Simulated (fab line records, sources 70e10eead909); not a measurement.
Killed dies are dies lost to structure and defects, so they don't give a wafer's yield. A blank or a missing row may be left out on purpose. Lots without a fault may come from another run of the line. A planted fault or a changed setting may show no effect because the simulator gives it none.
Problem report in the 8D (eight disciplines) form, filled by code | flow nand_harc | the parts of the form that need people (team, actions taken, sign-off) are left out

1. THE PROBLEM
raw_defect_count at NHARC_A_CONTACT_INSPECT_10 reads a mean of 525 on 6 wafers of 2 lots; wafers without a fault read 28 with a standard deviation of 14. That is +35 standard deviations from the usual mean.
First seen on wafer L578.2, day 22 07:13, on defect_inspect-01. The record holds 42 wafers of 14 lots with a number at this step. Rule for "out", or "out of limits": more than 4 standard deviations from the usual mean. The other wafers with a number count as sound.

2. WHAT IT IS AND WHAT IT IS NOT
question                    | is                                   | is not
which readings at this step | raw_defect_count                     | -
which lots                  | L577, L578                           | L557, L558, L560, L561, L563, L564, L565, L566, L569, L572, L574, L580
which wafers of those lots  | all that have a number               | -
read on which gauges        | defect_inspect-01, defect_inspect-02 | -
when                        | from day 22 07:13                    | up to then (33 sound wafers); but 3 sound wafers of L580 came after

3. SUSPECTS, AND WHAT RULES EACH OUT
Counting: a tool at a process step up to the reading stays a suspect if it ran every lot that is out and no sound lot after the first of them.
- the gauge at NHARC_A_CONTACT_INSPECT_10: ruled out. The wafers that are out were read on 2 gauges (defect_inspect-01, defect_inspect-02).
- acl_dep-01 at NHARC_A_CONTACT_DEP_84 (deposits aC, target thk 2000 nm): kept. It ran every lot that is out, first L578 (day 22 05:19), and no sound lot after that; its last sound lot up to then is L569 (day 19 20:42).
Left after counting: acl_dep-01 at NHARC_A_CONTACT_DEP_84.

4. THE CAUSE (what the simulator had put in)
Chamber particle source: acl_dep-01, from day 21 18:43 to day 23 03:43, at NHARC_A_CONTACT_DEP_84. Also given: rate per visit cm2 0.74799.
Counting left only this tool.

5. THE CHAIN OF EFFECTS, in route order
Each row: a reading whose mean over the struck wafers that have a number lies more than 3 standard deviations from the usual. Only readings for which the record gives a usual standard deviation are gone through. hours: the time from each lot's start at the first step in this table that gives one to its start at this step, as a median over the lots. sigmas: the change in usual standard deviations.
hours | step                       | reading          | usual | on struck wafers | change | sigmas
0     | NHARC_A_CONTACT_INSPECT_10 | raw_defect_count | 28    | 525              | +497   | +35
Later measuring or inspecting steps at which every struck wafer that the step has a row for has a number for every such reading, and none has moved that far: NHARC_END_SORT_01.

6. WHAT WOULD HAVE CAUGHT IT SOONER
In this record the first reading out of limits at a measuring or inspecting step was taken at day 22 07:13, 12 hours after the fault began at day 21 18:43.
Of the tool readings at NHARC_A_CONTACT_DEP_84 for which the record gives a usual standard deviation, none was out on any struck wafer, so an alarm limit of 4 standard deviations on them would not have fired.
Of the lots that are out (2), L577 began NHARC_A_CONTACT_DEP_84 on acl_dep-01 after day 22 07:13. A hold on the tool at that time would have spared it.
